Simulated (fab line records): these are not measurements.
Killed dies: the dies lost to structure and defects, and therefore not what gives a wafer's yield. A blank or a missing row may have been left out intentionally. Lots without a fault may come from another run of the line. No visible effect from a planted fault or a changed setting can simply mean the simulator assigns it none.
Matching of chambers + flow n5 finfet + rie diel-02 running N5_BEOL_M12_ETCH_68: 4 sister chambers
The step etches SOC in N2/H2, time 285 s. 22 wafers are shown with their chamber, then 11 later ones without.

== WAFERS WITH THEIR CHAMBER ==
| wafer  | chamber | drypump motor current A (A) | throttle valve pct (%) | oes product au (a.u.) |
|--------|---------|-----------------------------|------------------------|-----------------------|
| L074.2 | 2       | 6.2                         | 17.32                  | 0.86                  |
| L074.3 | 0       | 6.0                         | 17.58                  | 0.83                  |
| L074.5 | 3       | 5.5                         | 17.47                  | 0.85                  |
| L075.2 | 1       | 5.5                         | 17.94                  | 0.71                  |
| L075.4 | 0       | 6.0                         | 17.60                  | 0.82                  |
| L075.6 | 0       | 6.1                         | 17.59                  | 0.82                  |
| L078.1 | 2       | 6.2                         | 17.35                  | 0.85                  |
| L078.2 | 1       | 5.5                         | 17.96                  | 0.70                  |
| L078.5 | 2       | 6.2                         | 17.32                  | 0.85                  |
| L079.1 | 0       | 6.0                         | 17.60                  | 0.82                  |
| L079.3 | 2       | 6.2                         | 17.33                  | 0.84                  |
| L079.5 | 1       | 5.5                         | 17.97                  | 0.70                  |
| L082.3 | 0       | 6.0                         | 17.62                  | 0.81                  |
| L082.4 | 2       | 6.2                         | 17.35                  | 0.84                  |
| L082.6 | 3       | 5.5                         | 17.51                  | 0.83                  |
| L083.1 | 2       | 6.2                         | 17.37                  | 0.83                  |
| L083.4 | 3       | 5.5                         | 17.50                  | 0.82                  |
| L083.5 | 0       | 6.0                         | 17.63                  | 0.81                  |
| L085.3 | 3       | 5.5                         | 17.51                  | 0.81                  |
| L085.5 | 0       | 6.0                         | 17.61                  | 0.79                  |
| L085.6 | 2       | 6.2                         | 17.37                  | 0.83                  |
| L089.1 | 3       | 5.6                         | 17.52                  | 0.81                  |

SIGNATURES (means of the wafers above)
| reading                 | chamber 0 | chamber 1 | chamber 2 | chamber 3 | scatter within a chamber |
|-------------------------|-----------|-----------|-----------|-----------|--------------------------|
| drypump motor current A | 6.014     | 5.500     | 6.200     | 5.520     | 0.0303                   |
| throttle valve pct      | 17.6043   | 17.9567   | 17.3443   | 17.5020   | 0.019                    |
| oes product au          | 0.8143    | 0.7033    | 0.8429    | 0.8240    | 0.0127                   |
Rule: distance of a wafer from a chamber = root of the sum over the readings of ((wafer's reading minus chamber's mean) / reading's scatter) squared. The wafer belongs to the nearest chamber; if the next one is less than 2 further off, it can't be placed. The scatter: the root of (the sum of the squares of (reading less its chamber's mean) over the shown wafers, divided by (wafers less chambers)).

== WAFERS WITH NO CHAMBER GIVEN ==
| wafer  | drypump motor current A (A) | throttle valve pct (%) | oes product au (a.u.) |
|--------|-----------------------------|------------------------|-----------------------|
| L089.2 | 6.2                         | 17.39                  | 0.82                  |
| L089.6 | 6.2                         | 17.37                  | 0.82                  |
| L087.1 | 5.5                         | 17.62                  | 0.97                  |
| L087.2 | 5.5                         | 17.55                  | 0.81                  |
| L087.5 | 6.1                         | 17.39                  | 0.82                  |
| L090.1 | 6.2                         | 17.37                  | 0.82                  |
| L090.4 | 5.5                         | 17.55                  | 0.81                  |
| L090.5 | 5.5                         | 17.60                  | 0.97                  |
| L092.2 | 6.0                         | 17.65                  | 0.79                  |
| L092.3 | 5.5                         | 17.64                  | 0.97                  |
| L092.6 | 5.5                         | 17.62                  | 0.97                  |

== CHAMBER TAKEN BY EACH ==
| wafer  | from the rows above | in truth                   |
|--------|---------------------|----------------------------|
| L089.2 | 2                   | 2                          |
| L089.6 | 2                   | 2                          |
| L087.1 | 3                   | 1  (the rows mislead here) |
| L087.2 | 3                   | 3                          |
| L087.5 | 2                   | 2                          |
| L090.1 | 2                   | 2                          |
| L090.4 | 3                   | 3                          |
| L090.5 | 3                   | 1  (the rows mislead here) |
| L092.2 | 0                   | 0                          |
| L092.3 | 3                   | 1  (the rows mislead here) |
| L092.6 | 3                   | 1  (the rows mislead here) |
7 of 11 placed correctly. Left unplaced by these rows: 0. 4 placed wrongly.
